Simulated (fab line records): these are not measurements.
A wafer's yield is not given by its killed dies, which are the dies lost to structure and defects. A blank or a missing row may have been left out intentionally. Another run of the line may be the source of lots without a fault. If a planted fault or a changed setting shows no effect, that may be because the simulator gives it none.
Which of the tools did it? | flow n5_finfet | 11 lots with 32 wafers sampled at 4 steps, on a route of 1938 steps

## WHAT THE GAUGES READ, wafer by wafer
N5_BEOL_M4_RC_MEAS_101.
lot  | measured     | on        | REXT_N (ohm.um)
L899 | day 8 19:02  | prober-02 | 76.6 76.5 76.0
L900 | day 8 17:48  | prober-02 | 74.7 74.1 74.3
L901 | day 9 08:14  | prober-02 | 74.4 74.5 74.8
L903 | day 9 15:04  | prober-02 | 76.8 77.1 76.6
L904 | day 10 15:43 | prober-01 | 75.3 74.6 74.7
L907 | day 10 10:07 | prober-02 | 73.7 74.4 75.6
L908 | day 10 18:19 | prober-02 | 77.4 78.2 77.6
L909 | day 10 20:47 | prober-01 | 74.1 74.5 75.1
L910 | day 11 08:43 | prober-02 | 73.4 73.1 74.1
L911 | day 11 09:18 | prober-01 | 92.9 78.9 78.8
L915 | day 12 03:38 | prober-01 | 77.0 87.8

## WHAT TOOL EACH LOT RAN ON (gives the tool, then ch and the chambers of the sampled wafers, and finally the start)
lot  | N5_SD_EPI_N_VAPOR_ETCH_50      | N5_BEOL_M4_ANNEAL_89         | N5_BEOL_M4_ANNEAL_51
L899 | epi_rpcvd-03 ch 0, day 3 04:07 | pvd_sputter-03, day 8 16:06  | rtp_anneal-01 ch 0, day 8 17:08
L900 | epi_rpcvd-02 ch 0, day 3 07:46 | pvd_sputter-01, day 8 15:32  | rtp_anneal-01 ch 0, day 8 16:34
L901 | epi_rpcvd-03 ch 0, day 3 14:06 | pvd_sputter-02, day 9 06:20  | rtp_anneal-02 ch 0, day 9 07:20
L903 | epi_rpcvd-03 ch 0, day 4 02:21 | pvd_sputter-02, day 9 12:44  | rtp_anneal-02 ch 0, day 9 13:44
L904 | epi_rpcvd-01 ch 0, day 4 10:30 | pvd_sputter-03, day 10 13:23 | rtp_anneal-01 ch 0, day 10 14:41
L907 | epi_rpcvd-02 ch 0, day 5 02:37 | pvd_sputter-01, day 10 08:06 | rtp_anneal-01 ch 0, day 10 09:12
L908 | epi_rpcvd-02 ch 0, day 5 11:14 | pvd_sputter-02, day 10 15:31 | rtp_anneal-02 ch 0, day 10 17:25
L909 | epi_rpcvd-01 ch 0, day 5 16:28 | pvd_sputter-03, day 10 18:05 | rtp_anneal-01 ch 0, day 10 19:05
L910 | epi_rpcvd-01 ch 0, day 5 23:11 | pvd_sputter-02, day 11 06:49 | rtp_anneal-02 ch 0, day 11 07:49
L911 | epi_rpcvd-01 ch 0, day 6 05:49 | pvd_sputter-03, day 11 07:03 | rtp_anneal-02 ch 0, day 11 08:10
L915 | epi_rpcvd-01 ch 0, day 7 03:30 | pvd_sputter-03, day 12 01:01 | rtp_anneal-01 ch 0, day 12 02:16
- N5_SD_EPI_N_VAPOR_ETCH_50: etches Si in HCl, time 54 s.
- N5_BEOL_M4_ANNEAL_89: time 240 s.
- N5_BEOL_M4_ANNEAL_51: time 90 s.

## THE ANSWER, worked out from the rows above alone
Rule: what is usual is taken from the lots themselves. The widest of any qualifying gaps counts: lots, ordered by their means at a reading, are off when they make up no more than a third of the lots, leave a main group of 4 or more, and stand apart from it by 3 or more times the standard deviation of that group's means. A main group whose means are all the same, to the digits that the tables above print for the reading, isn't used. A lot without any number at a reading at which 4 lots or more have one is off too. Where the step has rows for the other lots, those lots are counted as sound.
Off: at N5_BEOL_M4_RC_MEAS_101 (REXT_N), L911, L915. The main group: mean 75.3 ohm.um, standard deviation 1.3.
If a tool, at a process step before that reading, ran all the lots that are off and no sound lot after the first of them, it fits. Those tools and the gauges at N5_BEOL_M4_RC_MEAS_101 are tried in the same way. Can't be told from this: 3 tools fit, epi_rpcvd-01 at N5_SD_EPI_N_VAPOR_ETCH_50, pvd_sputter-03 at N5_BEOL_M4_ANNEAL_89, prober-01 at N5_BEOL_M4_RC_MEAS_101.

## WHAT THE SIMULATOR HAD PUT IN
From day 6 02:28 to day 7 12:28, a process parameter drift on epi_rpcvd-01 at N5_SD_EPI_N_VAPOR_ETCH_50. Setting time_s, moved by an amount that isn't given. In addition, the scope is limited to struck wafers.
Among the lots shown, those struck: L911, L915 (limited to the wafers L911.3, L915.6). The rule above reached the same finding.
